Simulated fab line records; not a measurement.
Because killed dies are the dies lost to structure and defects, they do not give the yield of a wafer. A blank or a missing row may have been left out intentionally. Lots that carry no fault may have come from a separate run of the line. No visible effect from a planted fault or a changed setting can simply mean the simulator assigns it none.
fab line records | flow n5Finfet
record lots=7 wafers=21
route steps=1938 shown BEOL_M0_SAQP@676 BEOL_M0_CUTY@701 BEOL_M0@715 BEOL_M1@797
startH: the number of hours between the record's first day and the start of the first shown wafer of the lot | waitH: hours elapsed since this lot's preceding step | " the same as in the row above | L1.1+2: several wafers, shown together as one row | - no value present, or no start provided | * or withheld: withheld | < > ~ a bound
route shown NAME@n: NAME is a module with steps in the file, n the number in the route of the first one | usual: mean/standard deviation of fault-free wafers | same: alike in all rows | chamber/n: place in a boat | sites: per-site readings | _std_site: standard deviation of those values | _edge_site: outer sites' mean less inner sites' | radiusMm: for every site, how far away it sits from the centre of the wafer | mask NAME#n: copy n | behind: tool/chamber where the wafer was last shaped | hold: reason for holding the lot/hours on hold/outcome of the hold | device: whichever transistor did not switch (one of n, p or np) | end of line: the route-end tests of the same wafers | a step without rows: its recipe alone | killed: dies that structure and defects cost at the first sort, which is not the same as the wafer's yield | map: a wafer's dies, marking killed ones x, the rest . and places with no die _
set.NAME: the setting as run; set.NAME@STEP: as run at that earlier step | model.NAME: the simulator's own value behind a step, which no gauge read
lots whose settings were changed on purpose; a table a step, a row a wafer
## steps
# step N5_BEOL_M0_SAQP_SPACER2_ALD_26
# recipe material=SiO2 targetThkA=150 tempC=300 aldPrecursorFamily=BDEAS aldCoReactant=O2-plasma pulseTimeS=1 purgeTimeS=2 coReactantPurgeTimeS=2 pressureTorr=2
# columns lot.wafer tool chamber startH waitH set.targetThkA model.SiO2_of_BEOL_M0_SAQP_SPACER2_ALD_26.thkNm
L075.2+4 aldSin-02 3,0 117.80 0.1 150 15
L075.6 " 3 " " 150 15.2
L077.2 aldSin-04 0 129.27 0.1 157.6 15.8
L077.3+6 " 1,0 " " 150 15
L085.3 aldSin-04 2 186.79 0.3 150 15
L085.4+6 " 1,2 " " 137.6 13.8
L087.2 aldSin-04 3 190.17 0.9 162.6 16.4
L087.3+6 " 0,2 " " 150 15
L090.2+5 aldSin-04 2,3 215.84 0.1 150 15
L090.6 " 2 " " 133.7 13.4
L094.2 aldSin-04 3 229.57 0.1 157.1 15.8
L094.3 " 0 " " 150 15
L094.6 " 2 " " 150 14.8
L096.1 aldSin-02 1 244.04 0.1 140.9 14.2
L096.2+4 " 0,1 " " 140.9 14
# step N5_BEOL_M0_SAQP_SPACER2_ETCHBACK_27
# recipe chemistry=CHF3/O2 mode=anisotropicEtchback target=SiO2 targetDepthA=225 timeS=11.25 pressureMtorr=30 sourceW=650 biasW=170 Ar_flow_sccm=200 CHF3_flow_sccm=50 O2_flow_sccm=5 ionEnergyEv=200
# step N5_BEOL_M0_SAQP_MANDREL2_REMOVE_110
# recipe chemistry=HBr/Cl2/O2 btTimeS=10 target=a-Si stopOn=SiCN endpoint=OES-SiCl overEtchFrac=1 icpW=600 biasW=30 HBr_flow_sccm=150 Cl2_flow_sccm=80 O2_flow_sccm=5 pressureMtorr=10
# columns lot.wafer tool chamber startH waitH set.targetThkA@BEOL_M0_SAQP_SPACER2_ALD_26 model.BEOL_M0_SAQP.cdNm
L075.2+4+6 rieSi-05 3,0,3 118.44 0.1 150 15.2
L077.2 rieSi-03 1 129.91 0.1 157.6 15.8
L077.3+6 " 3,2 " " 150 15
L085.3 rieSi-01 1 187.43 0.1 150 15.2
L085.4 " 0 " " 137.6 14
L085.6 " 2 " " 137.6 13.8
L087.2 rieSi-05 0 190.81 0.1 162.6 16.4
L087.3+6 " 3,1 " " 150 15
L090.2+5 rieSi-01 3 216.48 0.1 150 15
L090.6 " 2 " " 133.7 13.4
L094.2 rieSi-01 0 230.20 0.1 157.1 15.8
L094.3 " 2 " " 150 15
L094.6 " 2 " " 150 14.8
L096.1+4 rieSi-03 3,2 244.68 0.1 140.9 14.2
L096.2 " 1 " " 140.9 14
# step N5_BEOL_M0_SAQP_CD_MEAS_29
# recipe targetCdNm=14.4 landingEnergyEv=1000 detector=seInlens
# usual cdNm=14.99/0.23
# columns lot.wafer tool chamber startH waitH set.targetThkA@BEOL_M0_SAQP_SPACER2_ALD_26 cdNm
L075.2 cdSem-02 0 118.55 0.1 150 15.16
L075.4 " 0 " " 150 15.30
L075.6 " 0 " " 150 15.03
L077.2 cdSem-03 0 130.02 0.1 157.6 15.89
L077.3 " 0 " " 150 14.84
L077.6 " 0 " " 150 14.59
L085.3 cdSem-03 0 187.54 0.1 150 15.16
L085.4 " 0 " " 137.6 13.99
L085.6 " 0 " " 137.6 13.92
L087.2 cdSem-01 0 190.92 0.1 162.6 16.11
L087.3 " 0 " " 150 15.28
L087.6 " 0 " " 150 14.86
L090.2 cdSem-03 0 216.59 0.1 150 15.10
L090.5 " 0 " " 150 15.06
L090.6 " 0 " " 133.7 13.52
L094.2 cdSem-02 0 230.32 0.1 157.1 15.73
L094.3 " 0 " " 150 14.95
L094.6 " 0 " " 150 15.28
L096.1 cdSem-03 0 244.79 0.1 140.9 14.29
L096.2 " 0 " " 140.9 14.00
L096.4 " 0 " " 140.9 14.13
# step N5_BEOL_M0_SAQP_EXPOSE_37
# recipe maskId=M0_CUT1 na=0.33 sourceShape=annular sigmaInner=0.35 sigmaOuter=0.8 polarization=unpolarized targetCdNm=30 doseMj=44.75
# columns lot.wafer tool chamber startH waitH mask set.doseMj
L075.2+4+6 euvScanner-02 0 118.86 - M0_CUT1#0 44.75
L077.2+3 euvScanner-02 0 130.32 - M0_CUT1#0 44.75
L077.6 " 0 " " M0_CUT1#0 43.58
L085.3+6 euvScanner-02 0 187.73 - M0_CUT1#0 47.25
L085.4 " 0 " " M0_CUT1#0 44.75
L087.2+6 euvScanner-02 0 191.10 - M0_CUT1#0 43.22
L087.3 " 0 " " M0_CUT1#0 44.75
L090.2+6 euvScanner-02 0 216.77 - M0_CUT1#0 45.97
L090.5 " 0 " " M0_CUT1#0 44.75
L094.2+3+6 euvScanner-01 0 230.62 - M0_CUT1#0 44.75
L096.1+4 euvScanner-01 0 244.96 - M0_CUT1#0 43.81
L096.2 " 0 " " M0_CUT1#0 44.75
# step N5_BEOL_M0_SAQP_PEB_38
# recipe pebTempC=100 pebTimeS=60 resist=CAR-EUV
# step N5_BEOL_M0_SAQP_DEVELOP_39
# recipe developTimeS=30 developer=TMAH resist=CAR-EUV rinseLiquid=surfactantRinse dry=airSpin devTempC=23
# step N5_BEOL_M0_SAQP_DESCUM_45
# recipe chemistry=O2 timeS=7 sourcePowerW=50 biasPowerW=20 pressureMtorr=20 rfFrequencyHz=2.712e+07 tempC=40 resist=CAR-EUV o2FlowSccm=225
# columns lot.wafer tool chamber startH waitH set.doseMj@BEOL_M0_SAQP_EXPOSE_37 model.BEOL_M0_SAQP.cdNm
L075.2+6 rieDiel-02 3,2 119.11 0.0 44.75 29.8
L075.4 " 0 " " 44.75 30
L077.2+3 rieDiel-02 2,1 130.97 0.4 44.75 30
L077.6 " 0 " " 43.58 29.4
L085.3 rieDiel-02 2 187.97 0.0 47.25 31
L085.4 " 0 " " 44.75 29.8
L085.6 " 2 " " 47.25 30.8
L087.2 rieDiel-03 1 191.50 0.2 43.22 29.4
L087.3 " 0 " " 44.75 30.2
L087.6 " 0 " " 43.22 29.2
L090.2+6 rieDiel-05 3,1 217.02 0.0 45.97 30.4
L090.5 " 3 " " 44.75 30
L094.2+3 rieDiel-02 1,0 230.93 0.1 44.75 30.2
L094.6 " 2 " " 44.75 30
L096.1+4 rieDiel-03 3,2 245.22 0.0 43.81 29.4
L096.2 " 0 " " 44.75 30
# step N5_BEOL_M0_SAQP_ETCH_88
# recipe chemistry=N2/H2 target=underlayer targetDepthA=65 timeS=5.2 ionEnergyEv=200 maskMaterial=CAR-EUV pressureMtorr=30 sourceW=840 biasW=150 n2FlowSccm=200 h2FlowSccm=200 ends=cleared
# columns lot.wafer tool chamber startH waitH set.doseMj@BEOL_M0_SAQP_EXPOSE_37 model.BEOL_M0_SAQP.cdNm
L075.2+6 rieDiel-02 3,2 119.14 0.0 44.75 29.8
L075.4 " 0 " " 44.75 30
L077.2+3 rieDiel-02 2,1 131.01 0.0 44.75 30
L077.6 " 0 " " 43.58 29.4
L085.3+6 rieDiel-02 2 188.00 0.0 47.25 31
L085.4 " 0 " " 44.75 29.8
L087.2 rieDiel-03 1 191.53 0.0 43.22 29.4
L087.3 " 0 " " 44.75 30.2
L087.6 " 0 " " 43.22 29.2
L090.2 rieDiel-05 3 217.05 0.0 45.97 30.4
L090.5 " 3 " " 44.75 30
L090.6 " 1 " " 45.97 30.2
L094.2+3 rieDiel-02 1,0 230.96 0.0 44.75 30.2
L094.6 " 2 " " 44.75 30
L096.1+4 rieDiel-03 3,2 245.25 0.0 43.81 29.4
L096.2 " 0 " " 44.75 30
# step N5_BEOL_M0_SAQP_ETCH_73
# recipe chemistry=CF4 target=SiARC targetDepthA=195 maskMaterial=CAR-EUV timeS=32.5 ionEnergyEv=80 pressureMtorr=40 sourceW=545 biasW=36 Ar_flow_sccm=100 cf4FlowSccm=100 ends=cleared
# step N5_BEOL_M0_SAQP_CUT_ETCH_46
# recipe chemistry=N2/H2 target=SOC targetDepthA=1350 overetchA=270 tempC=40 timeS=202.5 ionEnergyEv=200 maskMaterial=SiARC pressureMtorr=30 sourceW=840 biasW=150 n2FlowSccm=200 h2FlowSccm=200
# step N5_BEOL_M0_SAQP_STRIP_89
# recipe chemistry=N2/H2 tempC=40 n2FlowSccm=200 h2FlowSccm=200 rfFrequencyHz=6e+07
# step N5_BEOL_M0_SAQP_ALD_48
# recipe material=SiO2 targetThkA=200 tempC=100 aldPrecursorFamily=BDEAS aldCoReactant=O2-plasma pulseTimeS=1 coReactantPulseTimeS=1 purgeTimeS=2 coReactantPurgeTimeS=2 aldCycles=139 pressureTorr=2
# step N5_BEOL_M0_SAQP_ETCH_49
# recipe chemistry=CF4/O2 targetDepthA=370 target=SiO2 pressureMtorr=40 sourceW=535 biasW=49 Ar_flow_sccm=100 cf4FlowSccm=100 O2_flow_sccm=10 ionEnergyEv=100
# columns lot.wafer tool chamber startH waitH set.doseMj@BEOL_M0_SAQP_EXPOSE_37 model.BEOL_M0_SAQP.cdNm
L075.2 rieDiel-03 2 119.97 0.3 44.75 29.6
L075.4 " 3 " " 44.75 30.2
L075.6 " 2 " " 44.75 29.8
L077.2 rieDiel-02 1 131.93 0.4 44.75 30.4
L077.3 " 0 " " 44.75 30.2
L077.6 " 1 " " 43.58 29.6
L085.3 rieDiel-05 3 188.98 0.3 47.25 31
L085.4 " 1 " " 44.75 29.8
L085.6 " 1 " " 47.25 31.2
L087.2 rieDiel-02 0 192.33 0.3 43.22 29.6
L087.3 " 3 " " 44.75 30.2
L087.6 " 0 " " 43.22 29.2
L090.2 rieDiel-05 2 218.26 0.3 45.97 30.8
L090.5 " 2 " " 44.75 30
L090.6 " 1 " " 45.97 30.2
L094.2+3+6 rieDiel-05 2,1,2 231.73 0.3 44.75 30.2
L096.1 rieDiel-03 0 246.03 0.3 43.81 29
L096.2 " 3 " " 44.75 30
L096.4 " 2 " " 43.81 29.2
# step N5_BEOL_M0_SAQP_STRIP_75
# recipe chemistry=CF4 resist=SiARC powerW=300 biasPowerW=75 pressureMtorr=50 cf4FlowSccm=150 rfFrequencyHz=6e+07
# step N5_BEOL_M0_CUTY_COAT_50
# recipe resist=SiARC tempC=220 timeS=60 spinRpm=1500 resistThkNm=15
# step N5_BEOL_M0_CUTY_DESCUM_61
# recipe chemistry=O2 timeS=7.9 sourcePowerW=50 biasPowerW=20 pressureMtorr=20 rfFrequencyHz=2.712e+07 tempC=40 resist=CAR-ArF-block o2FlowSccm=225
# step N5_BEOL_M0_CUTY_ETCH_62
# recipe chemistry=CF4 target=SiARC maskMaterial=CAR-ArF-block timeS=58.5 ionEnergyEv=80 pressureMtorr=40 sourceW=545 biasW=36 Ar_flow_sccm=100 cf4FlowSccm=100 ends=cleared
# step N5_BEOL_M0_CUTY_ETCH_63
# recipe chemistry=N2/H2 target=SOC targetDepthA=827 overetchA=165 maskMaterial=SiARC tempC=40 ionEnergyEv=200 timeS=124 pressureMtorr=30 sourceW=840 biasW=150 n2FlowSccm=200 h2FlowSccm=200
# columns lot.wafer tool chamber startH waitH set.targetThkA@BEOL_M0_SAQP_SPACER2_ALD_26 model.SiO2_of_BEOL_M0_SAQP_SPACER2_ALD_26.thkNm
L075.2+4+6 rieDiel-06 1,1,3 120.51 0.0 150 7.2
L077.2 rieDiel-01 1 132.80 0.0 157.6 7.8
L077.3 " 2 " " 150 7.2
L077.6 " 2 " " 150 7
L085.3 rieDiel-01 0 189.64 0.0 150 7
L085.4+6 " 2 " " 137.6 6
L087.2 rieDiel-06 1 193.27 0.0 162.6 8.6
L087.3+6 " 0,3 " " 150 7.2
L090.2 rieDiel-01 0 219.05 0.0 150 7
L090.5 " 1 " " 150 7.2
L090.6 " 2 " " 133.7 5.6
L094.2 rieDiel-06 0 232.55 0.0 157.1 8
L094.3 " 2 " " 150 7.2
L094.6 " 1 " " 150 7
L096.1+2+4 rieDiel-04 0,3,2 246.56 0.0 140.9 6.2
# step N5_BEOL_M0_ETCH_138
# recipe chemistry=CH3F/O2 targetDepthA=120 target=SiCN timeS=31.6 ionEnergyEv=120 pressureMtorr=30 sourceW=395 biasW=75 Ar_flow_sccm=150 CH3F_flow_sccm=30 O2_flow_sccm=20 ends=cleared
# usual rfVppV=297.5/1.5
# columns lot.wafer tool chamber startH waitH set.sourceW rfVppV
L075.2 rieDiel-06 1 120.63 0.0 395 295.9
L075.4 " 1 " " 395 296.8
L075.6 " 3 " " 395 299.0
L077.2 rieDiel-01 1 132.93 0.0 395 297.4
L077.3 " 2 " " 395 297.0
L077.6 " 2 " " 395 297.7
L085.3 rieDiel-01 0 189.77 0.0 464.9 282.6
L085.4 " 2 " " 395 298.3
L085.6 " 2 " " 464.9 282.7
L087.2 rieDiel-06 1 193.39 0.0 395 297.0
L087.3 " 0 " " 395 299.4
L087.6 " 3 " " 395 300.0
L090.2 rieDiel-01 0 219.18 0.0 395 298.2
L090.5 " 1 " " 420.8 290.3
L090.6 " 2 " " 420.8 291.6
L094.2 rieDiel-06 0 232.68 0.0 395 298.3
L094.3 " 2 " " 437.9 287.5
L094.6 " 1 " " 437.9 286.3
L096.1 rieDiel-04 0 246.69 0.0 395 297.3
L096.2 " 3 " " 395 294.2
L096.4 " 2 " " 425.3 292.3
# step N5_BEOL_M0_HM_OPEN_105
# recipe chemistry=Cl2/BCl3 targetDepthA=120 target=TiN ionEnergyEv=150 pressureMtorr=10 icpW=1000 biasW=126 Cl2_flow_sccm=53.25 bcl3FlowSccm=21.75 Ar_flow_sccm=25
# columns lot.wafer tool chamber startH waitH set.targetThkA@BEOL_M0_SAQP_SPACER2_ALD_26 model.SiO2_of_BEOL_M0_SAQP_SPACER2_ALD_26.thkNm
L075.2+6 rieMetal-03 0,1 120.73 0.1 150 2.8
L075.4 " 0 " " 150 2.6
L077.2 rieMetal-03 0 134.70 1.7 157.6 3.6
L077.3+6 " 1 " " 150 2.8
L085.3 rieMetal-02 1 190.85 1.0 150 2.6
L085.4+6 " 0 " " 137.6 1.8
L087.2 rieMetal-02 1 193.95 0.5 162.6 4.2
L087.3+6 " 1 " " 150 2.8
L090.2+5 rieMetal-01 0 221.64 2.4 150 2.6
L090.6 " 1 " " 133.7 1.6
L094.2 rieMetal-01 1 235.52 2.8 157.1 3.6
L094.3 " 1 " " 150 2.8
L094.6 " 0 " " 150 2.6
L096.1+2+4 rieMetal-01 0,1,1 247.21 0.5 140.9 2
# step N5_BEOL_M0_ETCH_128
# recipe chemistry=CF4/N2 targetDepthA=120 overetchA=51 target=SiCN timeS=21.4 ionEnergyEv=150 pressureMtorr=40 sourceW=430 biasW=70 Ar_flow_sccm=100 cf4FlowSccm=60 n2FlowSccm=60
# usual rfVppV=382.3/1.8
# columns lot.wafer tool chamber startH waitH set.sourceW rfVppV
L075.2 rieDiel-04 0 121.06 0.0 430 382.0
L075.4 " 3 " " 430 380.4
L075.6 " 0 " " 430 382.1
L077.2 rieDiel-01 2 135.21 0.0 430 382.6
L077.3 " 3 " " 471.1 371.4
L077.6 " 1 " " 471.1 368.3
L085.3 rieDiel-06 2 191.31 0.2 430 383.0
L085.4 " 0 " " 430 384.8
L085.6 " 1 " " 430 381.8
L087.2 rieDiel-01 1 194.71 0.3 430 380.3
L087.3 " 3 " " 430 383.8
L087.6 " 0 " " 482.6 369.7
L090.2 rieDiel-06 1 221.96 0.0 388.7 394.1
L090.5 " 3 " " 430 384.2
L090.6 " 0 " " 430 384.7
L094.2 rieDiel-06 3 235.84 0.0 430 385.0
L094.3 " 0 " " 430 384.2
L094.6 " 0 " " 430 385.2
L096.1 rieDiel-01 3 247.93 0.4 360.9 406.0
L096.2 " 1 " " 360.9 403.4
L096.4 " 2 " " 430 381.4
# step N5_BEOL_M1_VIA_ETCH_34
# recipe chemistry=C4F6/O2 targetDepthA=678 maskMaterial=SOC pressureMtorr=15 ionEnergyEv=250 taperDeg=4 timeS=64.4 sourceW=350 biasW=170 Ar_flow_sccm=300 C4F6_flow_sccm=10 O2_flow_sccm=10
# usual rfVppV=662/9.7
# columns lot.wafer tool chamber startH waitH set.biasW rfVppV model.etch.depthNm
L075.2 rieDiel-03 3 132.99 0.0 170 664 67.06
L075.4 " 1 " " 170 659 67.81
L075.6 " 0 " " 170 656 68.72
L077.2 rieDiel-05 3 151.97 0.0 170 651 68.68
L077.3 " 0 " " 200 759 70.53
L077.6 " 0 " " 170 667 67.63
L085.3 rieDiel-05 2 199.98 0.0 188 732 69.59
L085.4 " 0 " " 170 667 66.99
L085.6 " 1 " " 170 658 65.81
L087.2 rieDiel-03 0 206.56 0.0 179.5 683 68.99
L087.3 " 3 " " 170 662 67.06
L087.6 " 0 " " 179.5 685 68.86
L090.2 rieDiel-03 2 228.94 0.0 170 656 68.54
L090.5 " 0 " " 143.1 570 64.28
L090.6 " 1 " " 170 662 68.11
L094.2 rieDiel-05 2 248.34 0.0 170 675 67.1
L094.3 " 3 " " 170 650 67.78
L094.6 " 2 " " 161.2 647 66.1
L096.1 rieDiel-03 0 259.99 0.0 170 654 67.79
L096.2 " 2 " " 159.3 621 67.68
L096.4 " 3 " " 159.3 629 65.3
# step N5_BEOL_M1_TRENCH_ETCH_37
# recipe chemistry=C4F6/O2 targetDepthA=552.07 target=SiOC timeS=29 ionEnergyEv=250 pressureMtorr=30 sourceW=355 biasW=185 Ar_flow_sccm=300 C4F6_flow_sccm=10 O2_flow_sccm=10
# usual rfVppV=662/9.8
# columns lot.wafer tool chamber startH waitH set.biasW rfVppV model.etch.depthNm model.BEOL_M1.featureDepthNm
L075.2 rieDiel-03 3 - - 185 663 54.87 54.8
L075.4 " 1 " " 185 661 55.11 55.2
L075.6 " 0 " " 185 654 55.69 55.6
L077.2 rieDiel-05 3 - - 185 649 55.66 55.6
L077.3 " 0 " " 208.9 735 57.34 57.4
L077.6 " 0 " " 185 669 54.6 54.6
L085.3 rieDiel-05 2 - - 210 746 57.23 57.2
L085.4 " 0 " " 210 739 56.66 56.6
L085.6 " 1 " " 185 659 53.9 54
L087.2 rieDiel-03 0 - - 185 654 55.71 55.8
L087.3 " 3 " " 185 663 54.95 55
L087.6 " 0 " " 185 656 55.25 55.2
L090.2 rieDiel-03 2 - - 203.6 706 57.83 57.8
L090.5 " 0 " " 203.6 705 56.91 57
L090.6 " 1 " " 185 660 55.54 55.6
L094.2 rieDiel-05 2 - - 155.5 589 52.3 52.2
L094.3 " 3 " " 185 650 55.67 55.6
L094.6 " 2 " " 155.5 589 51.42 51.4
L096.1 rieDiel-03 0 - - 172 619 54.62 54.6
L096.2 " 2 " " 185 654 56.05 56
L096.4 " 3 " " 185 663 54.78 54.8
# step N5_BEOL_M1_ETCH_41
# recipe chemistry=CH3F/O2 target=SiCN targetDepthA=319 taperDeg=2 timeS=57.8 ionEnergyEv=120 maskMaterial=TiN pressureMtorr=30 sourceW=395 biasW=75 Ar_flow_sccm=150 CH3F_flow_sccm=30 O2_flow_sccm=20
# step N5_BEOL_M1_STRIP_97
# recipe chemistry=N2/H2 timeS=10 powerW=450 tempC=40 pressureMtorr=20 rfFrequencyHz=6e+07 biasPowerW=7 n2FlowSccm=200 h2FlowSccm=200
# step N5_BEOL_M1_OCD_MEAS_38
# usual trenchDepthNm=55.1/0.88
# columns lot.wafer tool chamber startH waitH set.biasW@BEOL_M1_TRENCH_ETCH_37 trenchDepthNm
L075.2 ocd-01 - 133.25 - 185 55.0
L075.4 " - " " 185 54.9
L075.6 " - " " 185 55.6
L077.2 ocd-01 - 152.23 - 185 55.5
L077.3 " - " " 208.9 57.9
L077.6 " - " " 185 55.0
L085.3 ocd-01 - 200.24 - 210 56.9
L085.4 " - " " 210 56.6
L085.6 " - " " 185 53.8
L087.2 ocd-02 - 206.82 - 185 56.0
L087.3 " - " " 185 55.0
L087.6 " - " " 185 55.5
L090.2 ocd-01 - 229.20 - 203.6 57.6
L090.5 " - " " 203.6 56.5
L090.6 " - " " 185 54.9
L094.2 ocd-02 - 248.60 - 155.5 51.9
L094.3 " - " " 185 55.9
L094.6 " - " " 155.5 51.9
L096.1 ocd-01 - 260.25 - 172 54.6
L096.2 " - " " 185 56.4
L096.4 " - " " 185 55.0
## key
split step=N5_BEOL_M0_SAQP_SPACER2_ALD_26 setting=targetThkA stated=150 by=wafer
response step=N5_BEOL_M0_SAQP_SPACER2_ALD_26 reading=model.SiO2_of_BEOL_M0_SAQP_SPACER2_ALD_26.thkNm change=+0.155 per=1% r=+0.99
response step=N5_BEOL_M0_SAQP_MANDREL2_REMOVE_110 reading=model.BEOL_M0_SAQP.cdNm change=+0.158 per=1% r=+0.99
response step=N5_BEOL_M0_SAQP_CD_MEAS_29 reading=cdNm change=+0.146 per=1% r=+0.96
response step=N5_BEOL_M0_CUTY_ETCH_63 reading=model.SiO2_of_BEOL_M0_SAQP_SPACER2_ALD_26.thkNm change=+0.145 per=1% r=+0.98
response step=N5_BEOL_M0_HM_OPEN_105 reading=model.SiO2_of_BEOL_M0_SAQP_SPACER2_ALD_26.thkNm change=+0.123 per=1% r=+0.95
split step=N5_BEOL_M0_SAQP_EXPOSE_37 setting=doseMj stated=44.75 by=wafer
response step=N5_BEOL_M0_SAQP_DESCUM_45 reading=model.BEOL_M0_SAQP.cdNm change=+0.213 per=1% r=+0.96
response step=N5_BEOL_M0_SAQP_ETCH_88 reading=model.BEOL_M0_SAQP.cdNm change=+0.218 per=1% r=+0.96
response step=N5_BEOL_M0_SAQP_ETCH_49 reading=model.BEOL_M0_SAQP.cdNm change=+0.245 per=1% r=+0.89
split step=N5_BEOL_M0_ETCH_138 setting=sourceW stated=395 by=wafer
response step=N5_BEOL_M0_ETCH_138 reading=rfVppV change=-0.889 per=1% r=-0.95
split step=N5_BEOL_M0_ETCH_128 setting=sourceW stated=430 by=wafer
response step=N5_BEOL_M0_ETCH_128 reading=rfVppV change=-1.25 per=1% r=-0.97
split step=N5_BEOL_M1_VIA_ETCH_34 setting=biasW stated=170 by=wafer
response step=N5_BEOL_M1_VIA_ETCH_34 reading=rfVppV change=+5.57 per=1% r=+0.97
response step=N5_BEOL_M1_VIA_ETCH_34 reading=model.etch.depthNm change=+0.214 per=1% r=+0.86
split step=N5_BEOL_M1_TRENCH_ETCH_37 setting=biasW stated=185 by=wafer
response step=N5_BEOL_M1_TRENCH_ETCH_37 reading=rfVppV change=+5.06 per=1% r=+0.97
response step=N5_BEOL_M1_TRENCH_ETCH_37 reading=model.etch.depthNm change=+0.205 per=1% r=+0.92
response step=N5_BEOL_M1_TRENCH_ETCH_37 reading=model.BEOL_M1.featureDepthNm change=+0.203 per=1% r=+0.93
response step=N5_BEOL_M1_OCD_MEAS_38 reading=trenchDepthNm change=+0.223 per=1% r=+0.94
